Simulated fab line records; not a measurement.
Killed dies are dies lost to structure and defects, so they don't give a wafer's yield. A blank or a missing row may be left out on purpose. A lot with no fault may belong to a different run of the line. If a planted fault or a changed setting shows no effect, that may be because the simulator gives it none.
What tool caused it? -- flow nand-harc -- 12 lots with 36 wafers sampled at 4 steps, on a route of 1302 steps

WHAT THE GAUGES SHOWED, per wafer
The record holds no reading of a measuring or inspecting step that can be judged against a usual standard deviation.

WHAT TOOL EACH LOT RAN ON (gives the tool, then ch and the chambers of the sampled wafers, and finally the start)
lot,NHARC_P_ZERO_WELL_PRECLEAN_00,NHARC_P_STI_ETCH_31,NHARC_P_GATE_STRIP_75,NHARC_P_GATE_DESCUM_93
L960,"wet-bench-06 ch 1,2,6, day 2 16:07","rie-diel-08 ch 1,2,3, day 6 08:04 or earlier","plasma-asher-01 ch 0,1, day 6 08:04","rie-diel-09 ch 0,2,3, day 6 10:46"
L961,"wet-bench-03 ch 0,3,4, day 3 02:08","rie-diel-08 ch 1,2,3, day 6 21:48 or earlier","plasma-asher-01 ch 0,1, day 6 21:48","rie-diel-02 ch 0,1,2, day 7 00:21"
L963,"wet-bench-06 ch 0,2,7, day 3 22:08","rie-diel-08 ch 1,2, day 7 23:33 or earlier","plasma-asher-02 ch 0,1, day 7 23:33","rie-diel-02 ch 1,2,3, day 8 02:07"
L969,"wet-bench-06 ch 2,3,6, day 6 10:08","rie-diel-08 ch 0,3, day 10 03:43 or earlier","plasma-asher-02 ch 0, day 10 03:43","rie-diel-13 ch 0,3, day 10 06:28"
L970,"wet-bench-03 ch 1,4,5, day 6 20:08","rie-diel-08 ch 0,1,2, day 10 12:32 or earlier","plasma-asher-02 ch 0,1, day 10 12:32","rie-diel-13 ch 1,2, day 10 15:11"
L971,"wet-bench-06 ch 0,2,7, day 7 06:08","rie-diel-11 ch 0,1,3, day 11 00:37 or earlier","plasma-asher-01 ch 0,1, day 11 00:37","rie-diel-13 ch 1,2,3, day 11 03:26"
L975,"wet-bench-06 ch 0,1,4, day 8 22:08","rie-diel-10 ch 2,3, day 12 20:43 or earlier","plasma-asher-02 ch 0, day 12 20:43","rie-diel-02 ch 1,3, day 12 23:23"
L976,"wet-bench-05 ch 2,5,7, day 9 08:07","rie-diel-10 ch 1,2,3, day 12 19:17 or earlier","plasma-asher-01 ch 0,1, day 12 19:17","rie-diel-09 ch 1,2,3, day 12 22:04"
L977,"wet-bench-03 ch 1,5,7, day 9 18:07","rie-diel-08 ch 1,2, day 13 10:39 or earlier","plasma-asher-01 ch 1, day 13 10:39","rie-diel-13 ch 1,3, day 13 13:20"
L979,"wet-bench-06 ch 4,6,7, day 10 14:07","rie-diel-11 ch 0,2,3, day 14 03:55 or earlier","plasma-asher-01 ch 0,1, day 14 03:55","rie-diel-02 ch 0,1,3, day 14 06:40"
L980,"wet-bench-06 ch 0,2,3, day 11 00:08","rie-diel-11 ch 0,1, day 15 00:05 or earlier","plasma-asher-02 ch 0,1, day 15 00:05","rie-diel-02 ch 1,2,3, day 15 02:49"
L981,"wet-bench-03 ch 2,6,7, day 11 10:08","rie-diel-11 ch 0,1,2, day 15 07:20 or earlier","plasma-asher-02 ch 0,1, day 15 07:20","rie-diel-02 ch 0,1,2, day 15 10:02"
- NHARC_P_ZERO_WELL_PRECLEAN_00: cleans in SPM, time 600 s.
- NHARC_P_STI_ETCH_31: etches the open film in CF4/CHF3, target depth 108.9 nm, time 54.5 s.
- NHARC_P_GATE_STRIP_75: strips in O2.
- NHARC_P_GATE_DESCUM_93: chemistry O2, time 3 s.

AS READ BY THE TOOLS THEMSELVES (means over the sampled wafers that have a number; for cases with no such wafer, the mark the record gives instead)
NHARC_P_ZERO_WELL_PRECLEAN_00. Usual: bath-guard-temp-C 119.9 C, standard deviation 0.51; bath-heat-duty-pct 13.7 %, standard deviation 1.6.
lot,tool,bath-guard-temp-C (C),bath-heat-duty-pct (%),flag
L960,wet-bench-06,119.6,14.7,
L961,wet-bench-03,119.8,13.9,
L963,wet-bench-06,120.0,12.5,
L969,wet-bench-06,-,-,OFF
L970,wet-bench-03,-,-,OFF
L971,wet-bench-06,-,-,OFF
L975,wet-bench-06,120.0,14.1,
L976,wet-bench-05,120.1,12.8,
L977,wet-bench-03,119.8,14.7,
L979,wet-bench-06,119.9,13.8,
L980,wet-bench-06,119.7,13.1,
L981,wet-bench-03,120.3,15.2,

NHARC_P_STI_ETCH_31. Usual: drypump-motor-current-A 5.7 A, standard deviation 0.51; oes-product-au 0.964 a.u., standard deviation 0.016; rf-vpp-V 370.3 V, standard deviation 2.6; showerhead-plenum-p-Torr 1.56 Torr, standard deviation 0.075; throttle-valve-pct 16.802 %, standard deviation 0.0093.
lot,tool,drypump-motor-current-A (A),oes-product-au (a.u.),rf-vpp-V (V),showerhead-plenum-p-Torr (Torr),throttle-valve-pct (%),flag
L960,rie-diel-08,5.7,0.967,371.2,1.60,16.806,
L961,rie-diel-08,5.7,0.964,370.7,1.60,16.808,
L963,rie-diel-08,5.4,0.942,371.7,1.57,16.798,
L969,rie-diel-08,6.1,0.963,371.9,1.62,16.800,
L970,rie-diel-08,5.4,0.967,369.7,1.55,16.798,
L971,rie-diel-11,5.3,0.978,367.5,1.50,16.805,
L975,rie-diel-10,6.2,0.952,370.6,1.57,16.795,
L976,rie-diel-10,6.2,0.921,369.2,1.55,16.805,
L977,rie-diel-08,5.4,0.969,370.2,1.56,16.804,
L979,rie-diel-11,5.6,0.975,370.0,1.56,16.802,
L980,rie-diel-11,5.4,0.960,367.8,1.49,16.798,
L981,rie-diel-11,5.7,0.977,369.5,1.55,16.805,

NHARC_P_GATE_STRIP_75. Usual: drypump-motor-current-A 5.4 A, standard deviation 0.34; heater-power-w 324 W, standard deviation 27.
lot,tool,drypump-motor-current-A (A),heater-power-w (W),flag
L960,plasma-asher-01,5.5,294,
L961,plasma-asher-01,5.5,300,
L963,plasma-asher-02,5.5,349,
L969,plasma-asher-02,5.6,337,
L970,plasma-asher-02,5.5,348,
L971,plasma-asher-01,5.1,292,
L975,plasma-asher-02,5.6,341,
L976,plasma-asher-01,5.2,284,
L977,plasma-asher-01,5.8,306,
L979,plasma-asher-01,5.1,291,
L980,plasma-asher-02,5.5,351,
L981,plasma-asher-02,5.6,347,

NHARC_P_GATE_DESCUM_93. Usual: drypump-motor-current-A 5.8 A, standard deviation 0.48; oes-product-au 1.004 a.u., standard deviation 0.0077; rf-vpp-V 57.9 V, standard deviation 1; showerhead-plenum-p-Torr 1.94 Torr, standard deviation 0.088; throttle-valve-pct 11.313 %, standard deviation 0.0087.
lot,tool,drypump-motor-current-A (A),oes-product-au (a.u.),rf-vpp-V (V),showerhead-plenum-p-Torr (Torr),throttle-valve-pct (%),flag
L960,rie-diel-09,5.9,0.996,57.4,1.95,11.312,
L961,rie-diel-02,5.5,1.003,58.5,1.98,11.318,
L963,rie-diel-02,5.5,0.996,57.8,1.97,11.312,
L969,rie-diel-13,6.1,1.014,57.2,2.02,11.310,
L970,rie-diel-13,6.2,1.007,57.6,1.90,11.314,
L971,rie-diel-13,6.1,1.006,57.2,1.95,11.305,
L975,rie-diel-02,5.2,1.005,58.1,1.89,11.315,
L976,rie-diel-09,5.9,1.009,58.1,1.89,11.313,
L977,rie-diel-13,6.2,0.999,58.7,1.93,11.317,
L979,rie-diel-02,5.1,1.011,57.6,1.90,11.318,
L980,rie-diel-02,5.6,0.993,58.8,1.96,11.314,
L981,rie-diel-02,5.5,1.004,58.0,1.98,11.309,

THE ANSWER, worked out from the rows above alone
Rule: take the mean of a lot's wafers that have a number; if it is more than 3 standard deviations from the usual mean, the lot is off. A lot without any number at a reading at which 4 lots or more have one is off too. The other lots that the step has rows for count as sound. After the gauges, taken in route order, come the tools' own readings; for these a lot's mean is taken, as printed above. At the first step where some lot is off, the reading lying furthest off is the one used; lots without a number count as furthest.
Off, at NHARC_P_ZERO_WELL_PRECLEAN_00 on bath-guard-temp-C: L969, L970, L971. Without a number there: L969, L970, L971.
If a tool, at that step or one of the process steps before it, ran each lot that is off and ran no sound lot following the first of them, it fits. Of those tried, none fits.

WHAT THE SIMULATOR HAD INSERTED
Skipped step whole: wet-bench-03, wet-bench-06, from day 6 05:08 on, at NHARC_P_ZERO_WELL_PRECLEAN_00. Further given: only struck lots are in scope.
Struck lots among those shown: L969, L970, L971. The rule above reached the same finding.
